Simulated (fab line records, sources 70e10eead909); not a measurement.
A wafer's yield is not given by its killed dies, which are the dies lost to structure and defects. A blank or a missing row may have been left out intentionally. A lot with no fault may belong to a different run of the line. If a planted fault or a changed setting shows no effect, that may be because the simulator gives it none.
Chamber matching    flow nand harc    NHARC_A_CONTACT_ETCH_110 on rie diel-10 has 4 sister chambers
The step etches the open film in CF4/O2, target depth 50 nm, overetch 5 nm, time 27.5 s. 4 wafers are shown with their chamber, then 10 later ones without.

WAFERS PAIRED WITH THEIR CHAMBERS
wafer   chamber  drypump motor current A (A)
L090.6  1        6.7
L092.6  3        5.5
L093.1  0        5.3
L093.2  2        5.3

WAFERS WITHOUT THEIR CHAMBER
wafer   drypump motor current A (A)
L093.3  5.5
L094.1  5.6
L094.2  5.3
L094.3  6.7
L091.2  5.5
L091.4  5.3
L091.5  5.3
L096.1  5.3
L096.4  5.3
L096.6  5.5

EACH ONE'S CHAMBER
wafer   from the rows above      in truth
L093.3  3                        3
L094.1  3                        3
L094.2  can't be placed: 0 or 2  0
L094.3  1                        1
L091.2  3                        3
L091.4  can't be placed: 0 or 2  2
L091.5  can't be placed: 0 or 2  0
L096.1  can't be placed: 0 or 2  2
L096.4  can't be placed: 0 or 2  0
L096.6  3                        3
Correctly placed: 5 of 10. These rows do not allow placing 5 (true chamber among the candidates in 5). 0 placed wrongly.
How it was worked out, from the rows above alone: a wafer's distance from a chamber is the root of the sum, over the readings, of the square of ((its reading less the chamber's mean) divided by the reading's scatter). The wafer belongs to the nearest chamber; if the next one is less than 2 further off, it can't be placed. Each chamber's mean is taken over the wafers shown for it. The scatter: root of mean squared gap, hidden wafer to nearest shown wafer, with one shown wafer a chamber.
